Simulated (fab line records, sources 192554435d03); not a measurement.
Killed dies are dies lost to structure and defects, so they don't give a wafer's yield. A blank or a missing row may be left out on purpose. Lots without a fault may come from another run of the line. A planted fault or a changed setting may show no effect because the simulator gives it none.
fab line records | flow n5_finfet
record lots=10 wafers=28 last_day=17
route steps=1938 shown BEOL_M12@1633
lots that met no fault: from a run of the same line without faults
start_h: hours from the record's first day to the start of the lot's first wafer shown | wait_h: hours since the lot's step before | " the same as in the row above | L1.1+2: a row that stands for several wafers | - no value, or no start given | * or withheld: withheld | < > ~ a bound
route shown NAME@n: a module of which the file shows steps, and the number in the route of the first | usual: mean/standard deviation of fault-free wafers | same: alike in all rows | chamber/n: place in a boat | sites: the reading at each site | _std_site: their standard deviation | _edge_site: outer sites' mean less inner sites' | radius_mm: how far each site lies from the wafer's centre | mask NAME#n: copy n | behind: the tool/chamber that last shaped the wafer | hold: why the lot was held/for how many hours/how that ended | device: the transistor (n, p or np) that didn't switch | end of line: the same wafers' tests at the end of the route | a step without rows: its recipe alone | killed: dies lost to structure and defects at the first sort, not the wafer's yield | map: a wafer's dies, x killed, . not, _ none there
set.NAME: the setting as run; set.NAME@STEP: as run at that earlier step | model.NAME: the simulator's own value behind a step, which no gauge read
steps of the route over a sample of lots; a table a step, a row a wafer
services: from which hour (start_h, from the record's first day; less than 0 if before it) a tool's chamber was out of use, for how many hours, and why
## steps
# step N5_BEOL_M12_OVL_MEAS_29
# recipe points_per_wafer=44
# usual M12_OVL=-1/4.9
# columns lot.wafer tool chamber start_h wait_h M12_OVL[nm]
L982.1 overlay-01 0 236.13 0.0 5
L982.3 " 0 " " 0
L982.5 " 0 " " 4
L984.1 overlay-01 0 264.92 0.0 -7
L984.4 " 0 " " -9
L984.6 " 0 " " -12
L986.1 overlay-02 0 272.02 0.0 8
L986.4 " 0 " " -3
L986.6 " 0 " " -5
L987.1 overlay-01 0 277.02 0.0 -6
L987.4 " 0 " " -3
L987.6 " 0 " " -7
L990.2 overlay-02 0 292.34 0.0 5
L990.4 " 0 " " 5
L991.1 overlay-01 0 300.67 0.0 -8
L991.2 " 0 " " -5
L996.4 overlay-01 0 322.19 0.0 -2
L996.5 " 0 " " 10
L996.6 " 0 " " 0
L997.1 overlay-01 0 341.73 0.0 3
L997.4 " 0 " " 4
L997.6 " 0 " " 7
L998.1 overlay-02 0 351.32 0.0 11
L998.4 " 0 " " -3
L998.5 " 0 " " 2
L102.1 overlay-02 0 366.28 0.0 -12
L102.4 " 0 " " -9
L102.5 " 0 " " -4
# step N5_BEOL_M12_DESCUM_33
# recipe chemistry=O2 time_s=7.9 source_power_w=50 bias_power_w=20 pressure_mtorr=20 rf_frequency_hz=2.712e+07 temp_c=40 o2_flow_sccm=225
# usual drypump_motor_current_A=5.8/0.58 oes_product_au=0.79/0.076 rf_vpp_V=243.0/1.3 showerhead_plenum_p_Torr=2.07/0.063 throttle_valve_pct=20.46/0.25
# columns lot.wafer tool chamber start_h wait_h drypump_motor_current_A oes_product_au rf_hours_counter_h rf_vpp_V showerhead_plenum_p_Torr throttle_valve_pct
L982.1 rie_diel-06 2 236.35 0.2 6.0 0.71 179 242.4 2.00 20.29
L982.3 " 0 " " 6.8 0.76 130 242.3 2.00 20.06
L982.5 " 3 " " 4.9 0.79 - 243.6 2.10 20.51
L984.1 rie_diel-02 0 264.97 0.0 5.2 0.85 56 241.3 2.04 20.02
L984.4 " 0 " " 5.3 0.85 - 244.1 2.04 20.03
L984.6 " 1 " " 5.5 0.69 - 244.2 2.15 20.69
L986.1 rie_diel-06 2 272.32 0.3 5.9 0.70 190 241.5 2.00 20.33
L986.4 " 3 " " 4.9 0.77 126 242.5 2.10 20.56
L986.6 " 3 " " 4.9 0.76 - 244.3 2.10 20.54
L987.1 rie_diel-06 3 277.08 0.0 4.9 0.77 128 243.4 2.10 20.55
L987.4 " 1 " " 5.7 0.72 175 244.0 2.18 20.88
L987.6 " 3 " " 4.9 0.77 - 243.9 2.10 20.56
L990.2 rie_diel-06 3 292.40 0.0 4.9 0.76 135 244.7 2.09 20.56
L990.4 " 0 " " 6.8 0.75 150 239.8 2.00 20.10
L991.1 rie_diel-06 1 300.99 0.3 5.7 0.71 183 243.7 2.18 20.91
L991.2 " 2 " " 5.9 0.69 200 243.4 1.99 20.34
L996.4 rie_diel-02 3 322.24 0.0 5.1 0.93 21 243.4 2.05 20.59
L996.5 " 1 " " 5.5 0.95 - 244.1 2.14 20.33
L996.6 " 2 " " 6.5 0.78 - 244.4 2.09 20.57
L997.1 rie_diel-02 0 342.08 0.3 5.3 0.81 89 243.0 2.03 20.07
L997.4 " 2 " " 6.5 0.76 148 243.1 2.08 20.60
L997.6 " 2 " " 6.5 0.76 - 242.1 2.08 20.60
L998.1 rie_diel-02 3 351.38 0.0 5.1 0.90 31 241.8 2.04 20.62
L998.4 " 0 " " 5.2 0.80 93 242.1 2.03 20.09
L998.5 " 0 " " 5.2 0.80 - 241.2 2.03 20.07
L102.1 rie_diel-02 2 366.48 0.2 6.5 0.76 157 243.7 2.08 20.61
L102.4 " 1 " " 5.5 0.91 25 243.2 2.14 20.35
L102.5 " 1 " " 5.5 0.91 - 244.3 2.14 20.35
# step N5_BEOL_M12_ETCH_67
# recipe chemistry=CF4 target=SiARC target_depth_a=1430 time_s=238.3 ion_energy_ev=80 pressure_mtorr=40 source_w=545 bias_w=36 Ar_flow_sccm=100 cf4_flow_sccm=100 ends=cleared
# usual bias_w=36.01/0.11 cf4_flow_sccm=100.0/0.32 drypump_motor_current_A=5.8/0.58 etch_rf_on_time_s=238/4.1 mfc_ar_sccm=100.0/0.34 oes_product_au=0.67/0.065 rf_vpp_V=183.9/1.1 showerhead_plenum_p_Torr=2.12/0.059 throttle_valve_pct=15.63/0.24
# columns lot.wafer tool chamber start_h wait_h bias_w cf4_flow_sccm drypump_motor_current_A etch_rf_on_time_s mfc_ar_sccm oes_product_au rf_hours_counter_h rf_vpp_V showerhead_plenum_p_Torr throttle_valve_pct
L982.1 rie_diel-06 2 236.38 0.0 35.99 100.0 5.9 239 99.2 0.61 179 182.0 2.05 15.54
L982.3 " 0 " " 36.07 99.7 6.8 242 100.4 0.65 130 183.1 2.06 15.41
L982.5 " 3 " " 36.00 99.7 4.9 233 99.9 0.68 - 184.3 2.15 15.70
L984.1 rie_diel-02 0 265.01 0.0 36.05 100.0 5.2 231 100.2 0.73 57 183.6 2.08 15.14
L984.4 " 0 " " 35.95 99.7 5.2 232 99.7 0.73 - 183.7 2.08 15.14
L984.6 " 1 " " 36.02 100.3 5.5 237 100.0 0.59 - 184.2 2.19 15.92
L986.1 rie_diel-06 2 272.36 0.0 35.85 99.4 5.9 247 100.2 0.59 190 184.4 2.05 15.54
L986.4 " 3 " " 36.06 99.2 4.9 237 99.4 0.66 126 185.1 2.15 15.71
L986.6 " 3 " " 36.18 99.5 4.9 238 99.4 0.66 - 182.7 2.15 15.70
L987.1 rie_diel-06 3 277.11 0.0 35.96 100.1 4.9 238 99.5 0.65 128 184.7 2.15 15.70
L987.4 " 1 " " 36.03 99.8 5.7 242 100.2 0.61 176 184.6 2.21 15.97
L987.6 " 3 " " 35.91 99.9 4.9 239 99.9 0.66 - 184.6 2.15 15.71
L990.2 rie_diel-06 3 292.43 0.0 36.20 100.3 4.9 239 100.1 0.64 135 184.7 2.14 15.72
L990.4 " 0 " " 36.04 99.8 6.8 243 100.0 0.63 150 182.8 2.06 15.44
L991.1 rie_diel-06 1 301.03 0.0 36.05 100.1 5.7 242 99.8 0.60 183 184.2 2.21 15.98
L991.2 " 2 " " 36.25 100.4 5.9 244 99.6 0.59 200 183.2 2.04 15.56
L996.4 rie_diel-02 3 322.28 0.0 36.07 100.3 5.1 237 99.5 0.77 21 182.0 2.10 15.69
L996.5 " 1 " " 35.94 100.4 5.5 238 100.3 0.81 - 184.6 2.19 15.46
L996.6 " 2 " " 35.95 100.3 6.5 234 99.8 0.67 - 183.2 2.14 15.81
L997.1 rie_diel-02 0 342.11 0.0 36.04 99.9 5.3 235 99.9 0.68 89 183.7 2.07 15.19
L997.4 " 2 " " 35.92 100.5 6.5 239 100.1 0.65 148 184.6 2.14 15.83
L997.6 " 2 " " 35.82 100.2 6.5 239 99.7 0.66 - 184.2 2.14 15.82
L998.1 rie_diel-02 3 351.42 0.0 36.05 99.9 5.1 239 99.7 0.76 31 183.2 2.09 15.70
L998.4 " 0 " " 36.02 100.1 5.3 235 99.5 0.68 93 183.6 2.07 15.21
L998.5 " 0 " " 35.83 99.8 5.3 237 99.8 0.68 - 182.6 2.07 15.21
L102.1 rie_diel-02 2 366.51 0.0 35.96 100.3 6.5 236 99.9 0.65 157 184.7 2.13 15.84
L102.4 " 1 " " 36.09 99.8 5.5 237 99.8 0.77 25 185.0 2.18 15.47
L102.5 " 1 " " 36.11 99.8 5.5 234 99.7 0.78 - 185.6 2.18 15.50
# step N5_BEOL_M12_ETCH_68
# recipe chemistry=N2/H2 target=SOC mask_material=SiARC source_w=3000 bias_w=350 temp_c=40 time_s=285 ion_energy_ev=200 pressure_mtorr=30 n2_flow_sccm=200 h2_flow_sccm=200
# usual bias_w=350.0/0.98 drypump_motor_current_A=5.8/0.58 oes_product_au=0.78/0.077 rf_vpp_V=523.3/2.1 run_length_s=308.4/0.42 showerhead_plenum_p_Torr=2.52/0.076 throttle_valve_pct=17.85/0.26
# columns lot.wafer tool chamber start_h wait_h bias_w drypump_motor_current_A oes_product_au rf_hours_counter_h rf_vpp_V run_length_s showerhead_plenum_p_Torr throttle_valve_pct
L982.1 rie_diel-06 2 236.53 0.1 348.8 5.9 0.70 179 521.5 307.8 2.42 17.64
L982.3 " 0 " " 349.1 6.9 0.76 130 521.3 308.7 2.45 17.49
L982.5 " 3 " " 350.4 4.9 0.78 - 524.0 308.0 2.56 18.02
L984.1 rie_diel-02 0 265.16 0.1 349.3 5.3 0.84 57 523.1 308.9 2.48 17.51
L984.4 " 0 " " 348.1 5.3 0.84 - 522.0 309.0 2.48 17.51
L984.6 " 1 " " 351.8 5.5 0.68 - 525.2 308.1 2.62 18.15
L986.1 rie_diel-06 2 272.50 0.1 349.9 5.9 0.70 190 520.5 308.3 2.42 17.64
L986.4 " 3 " " 349.2 4.9 0.77 126 524.8 307.6 2.56 18.02
L986.6 " 3 " " 350.2 4.9 0.77 - 524.7 307.9 2.56 18.03
L987.1 rie_diel-06 3 277.26 0.1 349.2 4.9 0.76 129 524.3 307.6 2.56 18.02
L987.4 " 1 " " 349.9 5.7 0.71 176 527.2 308.7 2.64 18.22
L987.6 " 3 " " 348.6 4.9 0.77 - 523.7 307.8 2.56 18.04
L990.2 rie_diel-06 3 292.58 0.1 348.9 4.9 0.76 135 523.4 307.5 2.55 18.02
L990.4 " 0 " " - 6.9 0.74 150 520.8 298.6 2.44 17.55
L991.1 rie_diel-06 1 301.17 0.1 - 5.7 0.70 183 526.9 299.1 2.64 18.24
L991.2 " 2 " " 349.6 6.0 0.69 200 520.8 307.9 2.42 17.64
L996.4 rie_diel-02 3 322.42 0.1 350.6 5.1 0.92 21 521.3 308.4 2.50 18.06
L996.5 " 1 " " 348.3 5.5 0.95 - 524.8 308.0 2.61 17.72
L996.6 " 2 " " 349.7 6.5 0.77 - 524.1 308.5 2.55 17.99
L997.1 rie_diel-02 0 342.26 0.1 348.5 5.3 0.79 90 520.7 308.8 2.47 17.54
L997.4 " 2 " " 348.4 6.5 0.75 148 522.9 308.3 2.55 18.01
L997.6 " 2 " " 347.4 6.5 0.76 - 523.6 308.9 2.55 17.99
L998.1 rie_diel-02 3 351.56 0.1 350.3 5.1 0.90 31 522.6 308.2 2.50 18.07
L998.4 " 0 " " 352.3 5.3 0.80 93 523.6 309.3 2.47 17.56
L998.5 " 0 " " 350.2 5.2 0.80 - 521.1 309.0 2.47 17.57
L102.1 rie_diel-02 2 366.66 0.1 350.2 6.5 0.76 157 524.1 308.1 2.54 18.02
L102.4 " 1 " " 350.2 5.5 0.91 25 526.8 308.2 2.61 17.75
L102.5 " 1 " " 349.9 5.5 0.90 - 526.1 307.9 2.61 17.75
## services
# columns tool chamber start_h hours kind
rie_diel-02 3 252.44 - clean
rie_diel-02 3 252.44 - consumable_replace:focus_ring
rie_diel-02 3 252.44 23.4 scheduled_down
rie_diel-02 3 252.44 23.4 vent_cycle
rie_diel-02 1 284.06 - clean
rie_diel-02 1 284.06 - consumable_replace:focus_ring
rie_diel-02 1 284.06 13.9 scheduled_down
rie_diel-02 1 284.06 13.9 vent_cycle
rie_diel-06 - 360.52 0.5 repair
## key
first_sign step=N5_BEOL_M12_ETCH_68 reading=run_length_s direction=down sigmas=23 usual=* struck=*
effect none on later readings
met_at N5_BEOL_M12_ETCH_68
struck_lots L990,L991
struck_wafers L990.4,L991.1
not_acting_at N5_BEOL_M12_OVL_MEAS_29,N5_BEOL_M12_DESCUM_33,N5_BEOL_M12_ETCH_67
onset_between 277.26 292.58
fault kind=process_parameter_drift tool=rie_diel-06 chamber=- onset_h=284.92 steps=N5_BEOL_M12_ETCH_68 channel=time_s offset=* shape=step end_h=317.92 scope=struck_wafers_only acts_in=* stated=*
